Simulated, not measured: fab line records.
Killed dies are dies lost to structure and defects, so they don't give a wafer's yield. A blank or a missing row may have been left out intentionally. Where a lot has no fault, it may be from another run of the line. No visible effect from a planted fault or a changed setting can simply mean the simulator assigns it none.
fab line records :: flow n5-finfet :: part 2 of 2: steps 17 to 30 of 30
record:
  lots: 5
  wafers: 15
  last-day: 20
route steps=1938 shown SD_EPI_P@300
lots that met no fault: from a run of the same line without faults
start-h: the number of hours between the record's first day and the start of the first shown wafer of the lot :: wait-h: hours from the lot's prior step to this one :: " the same as in the row above :: L1.1+2: a row that stands for several wafers :: - value missing, or start not given :: * or withheld: withheld :: < > ~ a bound
route shown NAME@n: a module of which the file shows steps, and the number in the route of the first :: usual: mean and standard deviation over wafers with no fault :: same: alike in all rows :: chamber/n: place in a boat :: sites: readings site by site :: _std_site: standard deviation of those values :: _edge_site: inner sites' mean taken away from outer sites' mean :: radius-mm: for every site, how far away it sits from the centre of the wafer :: mask NAME#n: copy n :: behind: the most recent tool/chamber to have shaped the wafer :: hold: what put the lot on hold/how long, in hours/how the hold closed :: device: which transistor (n, p or np) failed to switch :: end of line: the route-end tests of the same wafers :: for a step that has no rows: nothing shown but its recipe :: killed: the dies lost at the first sort to structure and to defects; this is not the yield of the wafer :: map: a wafer's dies, marking killed ones x, the rest . and places with no die _
set.NAME: the run value of the setting; set.NAME@STEP: its run value at that earlier step :: model.NAME: the simulator's own value behind a step, which no gauge read
certain route steps with their lots: each step a table, each wafer a row
services: the hour from which a tool's chamber was out of use, counted from the record's first day as start-h (under 0 if before that day), plus the number of hours and why
== steps ==
step: N5_SD_EPI_P_STRIP_40
recipe:
  chemistry: N2/H2
  power-w: 1000
  temp-c: 250
  h2-frac: 0.65
  overash-fraction: 0.3
  pressure-mtorr: withheld
  n2-flow-sccm: 1750
  h2-flow-sccm: 3250
usual:
  drypump-motor-current-A: 6.1/0.3
  heater-power-w: 299/15
  oes-product-au: 0.761/0.011
lot.wafer: L078.1
tool: plasma-asher-02
chamber: 0
start-h: 80.57
wait-h: 0.0
drypump-motor-current-A: 5.9
heater-power-w: 288
oes-product-au: 0.760
rf-hours-counter-h: 33

lot.wafer: L078.3
tool: plasma-asher-02
chamber: 0
start-h: 80.57
wait-h: 0.0
drypump-motor-current-A: 5.9
heater-power-w: 289
oes-product-au: 0.745
rf-hours-counter-h: -

lot.wafer: L078.6
tool: plasma-asher-02
chamber: 1
start-h: 80.57
wait-h: 0.0
drypump-motor-current-A: 6.3
heater-power-w: 292
oes-product-au: 0.770
rf-hours-counter-h: -

lot.wafer: L084.2
tool: plasma-asher-02
chamber: 1
start-h: 117.04
wait-h: 0.0
drypump-motor-current-A: 6.3
heater-power-w: 292
oes-product-au: 0.748
rf-hours-counter-h: 38

lot.wafer: L084.3
tool: plasma-asher-02
chamber: 0
start-h: 117.04
wait-h: 0.0
drypump-motor-current-A: 5.9
heater-power-w: 286
oes-product-au: 0.759
rf-hours-counter-h: -

lot.wafer: L084.6
tool: plasma-asher-02
chamber: 0
start-h: 117.04
wait-h: 0.0
drypump-motor-current-A: 5.9
heater-power-w: 279
oes-product-au: 0.758
rf-hours-counter-h: -

lot.wafer: L087.3
tool: plasma-asher-02
chamber: 0
start-h: 130.47
wait-h: 0.0
drypump-motor-current-A: 5.9
heater-power-w: 292
oes-product-au: 0.746
rf-hours-counter-h: -

lot.wafer: L087.4
tool: plasma-asher-02
chamber: 1
start-h: 130.47
wait-h: 0.0
drypump-motor-current-A: 6.3
heater-power-w: 295
oes-product-au: 0.760
rf-hours-counter-h: -

lot.wafer: L087.5
tool: plasma-asher-02
chamber: 1
start-h: 130.47
wait-h: 0.0
drypump-motor-current-A: 6.3
heater-power-w: 299
oes-product-au: 0.770
rf-hours-counter-h: -

lot.wafer: L089.3
tool: plasma-asher-01
chamber: 0
start-h: 143.49
wait-h: 0.0
drypump-motor-current-A: 6.6
heater-power-w: 309
oes-product-au: 0.738
rf-hours-counter-h: -

lot.wafer: L089.5
tool: plasma-asher-01
chamber: 1
start-h: 143.49
wait-h: 0.0
drypump-motor-current-A: 5.8
heater-power-w: 330
oes-product-au: 0.763
rf-hours-counter-h: -

lot.wafer: L089.6
tool: plasma-asher-01
chamber: 0
start-h: 143.49
wait-h: 0.0
drypump-motor-current-A: 6.6
heater-power-w: 303
oes-product-au: 0.771
rf-hours-counter-h: -

lot.wafer: L092.1
tool: plasma-asher-01
chamber: 0
start-h: 163.27
wait-h: 0.0
drypump-motor-current-A: 6.6
heater-power-w: 309
oes-product-au: 0.758
rf-hours-counter-h: 109

lot.wafer: L092.4
tool: plasma-asher-01
chamber: 0
start-h: 163.27
wait-h: 0.0
drypump-motor-current-A: 6.6
heater-power-w: 310
oes-product-au: 0.774
rf-hours-counter-h: -

lot.wafer: L092.6
tool: plasma-asher-01
chamber: 1
start-h: 163.27
wait-h: 0.0
drypump-motor-current-A: 5.8
heater-power-w: 321
oes-product-au: 0.758
rf-hours-counter-h: -
step: N5_SD_EPI_P_PRECLEAN_52
recipe:
  chemistry: O3/DIW
  time-s: 60
  temp-c: 22
  o3-ppm: 10
lot.wafer: L078.1+3+6
tool: wet-bench-06
chamber: 4,0,5
start-h: 80.66
wait-h: -

lot.wafer: L084.2+3+6
tool: wet-bench-05
chamber: 4,3,1
start-h: 117.13
wait-h: -

lot.wafer: L087.3+4+5
tool: wet-bench-04
chamber: 4,6,0
start-h: 130.54
wait-h: -

lot.wafer: L089.3+5+6
tool: wet-bench-06
chamber: 3,6,7
start-h: 143.56
wait-h: -

lot.wafer: L092.1+4+6
tool: wet-bench-06
chamber: 7,6,0
start-h: 163.36
wait-h: -
step: N5_SD_EPI_P_SRD_20
recipe:
  dry: ipa-marangoni
  do-ppb: 5
  time-s: 30
  temp-c: 23
  rinse-liquid: diw
lot.wafer: L078.1+3+6
tool: wet-bench-06
chamber: 4,0,5
start-h: 80.68
wait-h: 0.0

lot.wafer: L084.2+3+6
tool: wet-bench-05
chamber: 4,3,1
start-h: 117.15
wait-h: 0.0

lot.wafer: L087.3+4+5
tool: wet-bench-04
chamber: 4,6,0
start-h: 130.56
wait-h: 0.0

lot.wafer: L089.3+5+6
tool: wet-bench-06
chamber: 3,6,7
start-h: 143.58
wait-h: 0.0

lot.wafer: L092.1+4+6
tool: wet-bench-06
chamber: 7,6,0
start-h: 163.38
wait-h: 0.0
step: N5_SD_EPI_P_PRECLEAN_51
recipe:
  chemistry: NF3:NH3
  afs-cycles: 1
  temp-c: 30
  time-s: 20
  sublimation-temp-c: 180
  sublimation-time-s: 60
  pressure-torr: 3
  rf-power-w: 30
lot.wafer: L078.1+3+6
tool: epi-rpcvd-03
chamber: 0
start-h: 80.73
wait-h: 0.0

lot.wafer: L084.2+3+6
tool: epi-rpcvd-03
chamber: 0
start-h: 117.23
wait-h: 0.1

lot.wafer: L087.3+4+5
tool: epi-rpcvd-01
chamber: 0
start-h: 130.69
wait-h: 0.1

lot.wafer: L089.3+5+6
tool: epi-rpcvd-02
chamber: 0
start-h: 143.69
wait-h: 0.1

lot.wafer: L092.1+4+6
tool: epi-rpcvd-01
chamber: 0
start-h: 163.42
wait-h: 0.0
step: N5_SD_EPI_P_VAPOR_ETCH_44
recipe:
  chemistry: NF3/Ar
  target: SiGe30
  temp-c: 25
  time-s: 3.3
  mode: isotropic
lot.wafer: L078.1+3+6
tool: epi-rpcvd-03
chamber: 0
start-h: 80.91
wait-h: 0.1

lot.wafer: L084.2+3+6
tool: epi-rpcvd-03
chamber: 0
start-h: 117.41
wait-h: 0.1

lot.wafer: L087.3+4+5
tool: epi-rpcvd-01
chamber: 0
start-h: 130.93
wait-h: 0.2

lot.wafer: L089.3+5+6
tool: epi-rpcvd-02
chamber: 0
start-h: 143.87
wait-h: 0.1

lot.wafer: L092.1+4+6
tool: epi-rpcvd-01
chamber: 0
start-h: 163.60
wait-h: 0.1
step: N5_SD_EPI_P_EPI_21
recipe:
  material: SiGe:B
  dopant: B
  temp-c: 550
  pressure-torr: 20
  ambient: H2
  time-s: 355
lot.wafer: L078.1+3+6
tool: epi-rpcvd-03
chamber: 0
start-h: 81.09
wait-h: 0.1

lot.wafer: L084.2+3+6
tool: epi-rpcvd-03
chamber: 0
start-h: 117.92
wait-h: 0.5

lot.wafer: L087.3+4+5
tool: epi-rpcvd-01
chamber: 0
start-h: 132.05
wait-h: 1.1

lot.wafer: L089.3+5+6
tool: epi-rpcvd-02
chamber: 0
start-h: 144.71
wait-h: 0.8

lot.wafer: L092.1+4+6
tool: epi-rpcvd-01
chamber: 0
start-h: 163.78
wait-h: 0.1
step: N5_SD_EPI_P_EPI_MEAS_23
recipe:
  mode: xrd
usual:
  thk-nm: 61.1/1.4
lot.wafer: L078.1
tool: film-metro-02
chamber: -
start-h: 83.28
wait-h: 1.8
thk-nm: 59.9

lot.wafer: L078.3
tool: film-metro-02
chamber: -
start-h: 83.28
wait-h: 1.8
thk-nm: 60.3

lot.wafer: L078.6
tool: film-metro-02
chamber: -
start-h: 83.28
wait-h: 1.8
thk-nm: 61.0

lot.wafer: L084.2
tool: film-metro-02
chamber: -
start-h: 119.75
wait-h: 1.5
thk-nm: 60.9

lot.wafer: L084.3
tool: film-metro-02
chamber: -
start-h: 119.75
wait-h: 1.5
thk-nm: 62.0

lot.wafer: L084.6
tool: film-metro-02
chamber: -
start-h: 119.75
wait-h: 1.5
thk-nm: 61.1

lot.wafer: L087.3
tool: film-metro-02
chamber: -
start-h: 134.00
wait-h: 1.5
thk-nm: 60.6

lot.wafer: L087.4
tool: film-metro-02
chamber: -
start-h: 134.00
wait-h: 1.5
thk-nm: 58.9

lot.wafer: L087.5
tool: film-metro-02
chamber: -
start-h: 134.00
wait-h: 1.5
thk-nm: 60.3

lot.wafer: L089.3
tool: film-metro-02
chamber: -
start-h: 146.19
wait-h: 1.1
thk-nm: 60.3

lot.wafer: L089.5
tool: film-metro-02
chamber: -
start-h: 146.19
wait-h: 1.1
thk-nm: 59.2

lot.wafer: L089.6
tool: film-metro-02
chamber: -
start-h: 146.19
wait-h: 1.1
thk-nm: 62.0

lot.wafer: L092.1
tool: film-metro-01
chamber: -
start-h: 165.98
wait-h: 1.8
thk-nm: 64.2

lot.wafer: L092.4
tool: film-metro-01
chamber: -
start-h: 165.98
wait-h: 1.8
thk-nm: 61.7

lot.wafer: L092.6
tool: film-metro-01
chamber: -
start-h: 165.98
wait-h: 1.8
thk-nm: 61.5
step: N5_SD_EPI_P_HM_STRIP_48
recipe:
  chemistry: H3PO4
  temp-c: 160
  material: SiNx
  target: SiNx
  target-depth-a: 30
  overetch-fraction: 0.3
lot.wafer: L078.1+3+6
tool: wet-bench-05
chamber: 4,3,7
start-h: 83.32
wait-h: 0.0

lot.wafer: L084.2+3+6
tool: wet-bench-06
chamber: 0,3,4
start-h: 119.79
wait-h: 0.0

lot.wafer: L087.3+4+5
tool: wet-bench-04
chamber: 4,0,2
start-h: 134.04
wait-h: 0.0

lot.wafer: L089.3+5+6
tool: wet-bench-06
chamber: 6,7,2
start-h: 146.22
wait-h: 0.0

lot.wafer: L092.1+4+6
tool: wet-bench-05
chamber: 7,1,3
start-h: 166.02
wait-h: 0.0
step: N5_SD_EPI_P_SRD_49
recipe:
  dry: ipa-marangoni
  time-s: 30
  temp-c: 23
  rinse-liquid: diw
lot.wafer: L078.1+3+6
tool: wet-bench-05
chamber: 4,3,7
start-h: 83.37
wait-h: 0.0

lot.wafer: L084.2+3+6
tool: wet-bench-06
chamber: 0,3,4
start-h: 119.84
wait-h: 0.0

lot.wafer: L087.3+4+5
tool: wet-bench-04
chamber: 4,0,2
start-h: 134.09
wait-h: 0.0

lot.wafer: L089.3+5+6
tool: wet-bench-06
chamber: 6,7,2
start-h: 146.27
wait-h: 0.0

lot.wafer: L092.1+4+6
tool: wet-bench-05
chamber: 7,1,3
start-h: 166.07
wait-h: 0.0
step: N5_SD_EPI_P_PRECLEAN_24
recipe:
  chemistry: O3/DIW
  time-s: 45
  temp-c: 22
  o3-ppm: 10
lot.wafer: L078.1+3+6
tool: wet-bench-05
chamber: 4,3,7
start-h: 83.39
wait-h: 0.0

lot.wafer: L084.2+3+6
tool: wet-bench-06
chamber: 0,3,4
start-h: 119.86
wait-h: 0.0

lot.wafer: L087.3+4+5
tool: wet-bench-04
chamber: 4,0,2
start-h: 134.11
wait-h: 0.0

lot.wafer: L089.3+5+6
tool: wet-bench-06
chamber: 6,7,2
start-h: 146.29
wait-h: 0.0

lot.wafer: L092.1+4+6
tool: wet-bench-05
chamber: 7,1,3
start-h: 166.09
wait-h: 0.0
step: N5_SD_EPI_P_PRECLEAN_32
recipe:
  chemistry: dHF
  time-s: 10
  dilution: 500:1
  temp-c: 25
lot.wafer: L078.1+3+6
tool: wet-bench-05
chamber: 4,3,7
start-h: 83.40
wait-h: 0.0

lot.wafer: L084.2+3+6
tool: wet-bench-06
chamber: 0,3,4
start-h: 119.87
wait-h: 0.0

lot.wafer: L087.3+4+5
tool: wet-bench-04
chamber: 4,0,2
start-h: 134.12
wait-h: 0.0

lot.wafer: L089.3+5+6
tool: wet-bench-06
chamber: 6,7,2
start-h: 146.31
wait-h: 0.0

lot.wafer: L092.1+4+6
tool: wet-bench-05
chamber: 7,1,3
start-h: 166.10
wait-h: 0.0
step: N5_SD_EPI_P_PRECLEAN_33
recipe:
  chemistry: SC2
  time-s: 45
  temp-c: 35
  mix: 1:1:50
lot.wafer: L078.1+3+6
tool: wet-bench-05
chamber: 4,3,7
start-h: 83.41
wait-h: 0.0

lot.wafer: L084.2+3+6
tool: wet-bench-06
chamber: 0,3,4
start-h: 119.87
wait-h: 0.0

lot.wafer: L087.3+4+5
tool: wet-bench-04
chamber: 4,0,2
start-h: 134.12
wait-h: 0.0

lot.wafer: L089.3+5+6
tool: wet-bench-06
chamber: 6,7,2
start-h: 146.31
wait-h: 0.0

lot.wafer: L092.1+4+6
tool: wet-bench-05
chamber: 7,1,3
start-h: 166.10
wait-h: 0.0
step: N5_SD_EPI_P_SRD_25
recipe:
  time-s: 30
  temp-c: 23
  rinse-liquid: diw
  dry: ipa-marangoni
lot.wafer: L078.1+3+6
tool: wet-bench-05
chamber: 4,3,7
start-h: 83.42
wait-h: 0.0

lot.wafer: L084.2+3+6
tool: wet-bench-06
chamber: 0,3,4
start-h: 119.88
wait-h: 0.0

lot.wafer: L087.3+4+5
tool: wet-bench-04
chamber: 4,0,2
start-h: 134.13
wait-h: 0.0

lot.wafer: L089.3+5+6
tool: wet-bench-06
chamber: 6,7,2
start-h: 146.32
wait-h: 0.0

lot.wafer: L092.1+4+6
tool: wet-bench-05
chamber: 7,1,3
start-h: 166.11
wait-h: 0.0
step: N5_SD_EPI_P_INSPECT_26
recipe:
  inspect-instrument: darkfield
  mode: post-epi
usual:
  raw-defect-count: 176/38
lot.wafer: L078.1
tool: defect-inspect-02
chamber: -
start-h: 83.46
wait-h: 0.0
raw-defect-count: 163

lot.wafer: L078.3
tool: defect-inspect-02
chamber: -
start-h: 83.46
wait-h: 0.0
raw-defect-count: 179

lot.wafer: L078.6
tool: defect-inspect-02
chamber: -
start-h: 83.46
wait-h: 0.0
raw-defect-count: 212

lot.wafer: L084.2
tool: defect-inspect-01
chamber: -
start-h: 119.93
wait-h: 0.0
raw-defect-count: 164

lot.wafer: L084.3
tool: defect-inspect-01
chamber: -
start-h: 119.93
wait-h: 0.0
raw-defect-count: 139

lot.wafer: L084.6
tool: defect-inspect-01
chamber: -
start-h: 119.93
wait-h: 0.0
raw-defect-count: 166

lot.wafer: L087.3
tool: defect-inspect-02
chamber: -
start-h: 134.18
wait-h: 0.0
raw-defect-count: 147

lot.wafer: L087.4
tool: defect-inspect-02
chamber: -
start-h: 134.18
wait-h: 0.0
raw-defect-count: 148

lot.wafer: L087.5
tool: defect-inspect-02
chamber: -
start-h: 134.18
wait-h: 0.0
raw-defect-count: 156

lot.wafer: L089.3
tool: defect-inspect-01
chamber: -
start-h: 146.36
wait-h: 0.0
raw-defect-count: 186

lot.wafer: L089.5
tool: defect-inspect-01
chamber: -
start-h: 146.36
wait-h: 0.0
raw-defect-count: 162

lot.wafer: L089.6
tool: defect-inspect-01
chamber: -
start-h: 146.36
wait-h: 0.0
raw-defect-count: 207

lot.wafer: L092.1
tool: defect-inspect-01
chamber: -
start-h: 166.15
wait-h: 0.0
raw-defect-count: 183

lot.wafer: L092.4
tool: defect-inspect-01
chamber: -
start-h: 166.15
wait-h: 0.0
raw-defect-count: 186

lot.wafer: L092.6
tool: defect-inspect-01
chamber: -
start-h: 166.15
wait-h: 0.0
raw-defect-count: 220
== services ==
tool: rie-si-02
chamber: 2
start-h: 58.98
hours: 4.3
kind: repair

tool: epi-rpcvd-03
chamber: -
start-h: 66.78
hours: 0.7
kind: repair

tool: rie-si-05
chamber: -
start-h: 66.79
hours: 14.3
kind: repair

tool: rie-si-02
chamber: -
start-h: 69.10
hours: 0.4
kind: repair

tool: epi-rpcvd-03
chamber: -
start-h: 72.34
hours: 2.8
kind: pm

tool: rie-si-04
chamber: 1
start-h: 86.45
hours: 8.8
kind: repair

tool: litho-track-02
chamber: -
start-h: 87.87
hours: -
kind: consumable-replace:filter

tool: arfi-scanner-02
chamber: -
start-h: 90.17
hours: 6.0
kind: pm

tool: rie-diel-05
chamber: -
start-h: 95.09
hours: 0.1
kind: repair

tool: arfi-scanner-01
chamber: -
start-h: 97.43
hours: 0.8
kind: pm

tool: arfi-scanner-02
chamber: -
start-h: 104.79
hours: 1.3
kind: pm

tool: arfi-scanner-02
chamber: -
start-h: 112.24
hours: 1.0
kind: pm

tool: arfi-scanner-01
chamber: -
start-h: 128.32
hours: 3.9
kind: pm

tool: litho-track-05
chamber: -
start-h: 135.46
hours: -
kind: consumable-replace:filter

tool: arfi-scanner-01
chamber: -
start-h: 138.68
hours: 1.3
kind: pm

tool: rie-diel-06
chamber: 3
start-h: 141.41
hours: 1.3
kind: repair

tool: rie-si-05
chamber: 0
start-h: 141.82
hours: 21.8
kind: repair

tool: rie-si-04
chamber: 1
start-h: 147.08
hours: -
kind: clean

tool: rie-diel-06
chamber: 3
start-h: 156.83
hours: 2.9
kind: repair

tool: plasma-asher-02
chamber: -
start-h: 157.59
hours: 1.5
kind: repair

tool: rie-diel-06
chamber: 3
start-h: 159.87
hours: -
kind: clean

tool: rie-diel-06
chamber: 3
start-h: 159.87
hours: -
kind: consumable-replace:focus-ring

tool: rie-diel-06
chamber: 3
start-h: 159.87
hours: 22.0
kind: scheduled-down

tool: rie-diel-06
chamber: 3
start-h: 159.87
hours: 22.0
kind: vent-cycle
